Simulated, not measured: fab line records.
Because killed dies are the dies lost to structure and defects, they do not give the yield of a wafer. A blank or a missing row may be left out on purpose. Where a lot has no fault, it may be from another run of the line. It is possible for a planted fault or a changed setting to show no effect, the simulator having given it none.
Problem report, 8D (eight disciplines) form, completed by code    flow n5-finfet    the parts of the form that need people (team, actions taken, sign-off) are left out

== 1. THE PROBLEM ==
At N5_BEOL_M2_ETCH_77, etch-rf-on-time-s averages 3.59 s over 2 wafers from 2 lots, while fault-free wafers read 5.22 s, standard deviation 0.11. Measured from the usual mean, that is -15 standard deviations.
The step: etches underlayer in N2/H2, target depth 6.5 nm, time 5.2 s.
The first sign was on wafer L300.3 at day 10 08:07, on rie-diel-05. The record holds 27 wafers of 10 lots with a number at this step. By rule, "out" or "out of limits" means more than 4 standard deviations away from the usual mean. All remaining wafers that have a number are taken as sound.

== 2. WHAT IT IS, AND WHAT IT ISN'T ==
question                     is                 is not
which readings at this step  etch-rf-on-time-s  drypump-motor-current-A, rf-vpp-V, showerhead-plenum-p-Torr, throttle-valve-pct
which lots                   L299, L300         L285, L287, L289, L290, L291, L305, L306, L308
which wafers of those lots   L299.3, L300.3     L299.6, L300.6
read on which tools          rie-diel-05        rie-diel-02, rie-diel-06
when                         from day 10 08:07  up to then (15 sound wafers); but 10 sound wafers of L299, L305, L306, L308 came after

== 3. THE SUSPECTS, EACH WITH WHAT RULES IT OUT ==
Counting: any tool at a process step up to the reading remains a suspect provided it ran every lot that is out. Sound lots after the first of them don't rule it out here, since some wafers of a struck lot are sound.
- rie-diel-05 at N5_BEOL_M2_ETCH_77 (etches underlayer in N2/H2, target depth 6.5 nm, time 5.2 s): kept. Ran every lot that is out, first one L300 (day 10 08:07); last sound lot up to then L289 (day 7 16:43). Its own readings are out on those wafers: etch-rf-on-time-s.
After counting, what remains is rie-diel-05 at N5_BEOL_M2_ETCH_77.

== 4. THE CAUSE (what the simulator had put in) ==
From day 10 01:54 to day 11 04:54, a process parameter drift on rie-diel-05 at N5_BEOL_M2_ETCH_77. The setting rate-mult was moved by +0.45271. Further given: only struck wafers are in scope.
Counting left only this tool.

== 5. THE EFFECT CHAIN, in route order ==
Each row: a reading whose mean over the struck wafers that have a number lies more than 3 standard deviations from the usual. Scope: only readings with a usual standard deviation given in the record; hours: median across lots of the time from each lot's start at the first step in this table that gives one to its start at this step; sigmas: change in usual standard deviations.
hours  step                reading            usual   on struck wafers  change  sigmas
0      N5_BEOL_M2_ETCH_77  etch-rf-on-time-s  5.22 s  3.59              -1.63   -15
Its process steps:
- N5_BEOL_M2_ETCH_77: etches underlayer in N2/H2, target depth 6.5 nm, time 5.2 s.
Later steps that measure or inspect, where all struck wafers having a row at the step show a number for every such reading and not one has moved that far: N5_BEOL_M4_RC_MEAS_101.

== 6. WHAT WOULD HAVE CAUGHT IT SOONER ==
First out-of-limits reading in this record: day 10 08:07, which is 6 hours after fault onset at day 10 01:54.
